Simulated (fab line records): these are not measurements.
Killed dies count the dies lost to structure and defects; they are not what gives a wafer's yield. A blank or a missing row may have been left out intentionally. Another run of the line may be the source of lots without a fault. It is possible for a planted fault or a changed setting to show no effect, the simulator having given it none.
Which of the tools did it? -- flow n5Finfet -- 11 lots (32 wafers sampled), 1 step of a 1938-step route

WHAT THE GAUGES SHOWED, per wafer
N5_DUMMY_GATE_INSPECT_27: inspects for defects (brightfield).
lot,measured,on,rawDefectCount
L322,day 3 12:48,defectInspect-02,300 323 339
L324,day 3 23:21,defectInspect-02,203 345 254
L326,day 4 12:27,defectInspect-02,493 404 356
L327,day 4 18:01,defectInspect-01,303 390 263
L328,day 5 00:13,defectInspect-01,252 272 280
L330,day 5 16:13,defectInspect-02,232 273
L335,day 6 18:38,defectInspect-02,296 266 381
L336,day 6 23:59,defectInspect-02,243 276 319
L338,day 7 12:23,defectInspect-02,269 298 314
L342,day 8 10:49,defectInspect-02,240 239 317
L343,day 8 17:30,defectInspect-01,305 404 403

WHAT TOOL EACH LOT RAN ON (gives the tool, then ch and the chambers of the sampled wafers, and finally the start)
No process step before these readings appears in the record.

WHAT THE TOOLS THEMSELVES READ (means of the sampled wafers that have a number; where no wafer has one, the mark that the record gives instead)
The record holds no such reading with a usual standard deviation.

THE ANSWER, worked out from the rows above alone
Rule: the usual values come from the lots themselves. Put in order of their means at a reading, lots are off if they are a third of the lots or fewer, leave a main group of 4 or more, and stand apart from it by a gap of 3 or more times the standard deviation of the main group's means; of several such gaps the widest counts. A main group whose means are all the same, to the digits that the tables above print for the reading, isn't used. A lot without any number at a reading at which 4 lots or more have one is off too. Where the step has rows for the other lots, those lots are counted as sound. First the gauges in route order, then the tools' own readings, where a lot's mean is used as printed above. The first step at which some lot is off is used, and at that step the reading that is off furthest; a lot without a number counts as furthest.
Across all readings shown, no lot is off: no conclusion can be drawn from this.

WHAT HAD BEEN PUT IN BY THE SIMULATOR
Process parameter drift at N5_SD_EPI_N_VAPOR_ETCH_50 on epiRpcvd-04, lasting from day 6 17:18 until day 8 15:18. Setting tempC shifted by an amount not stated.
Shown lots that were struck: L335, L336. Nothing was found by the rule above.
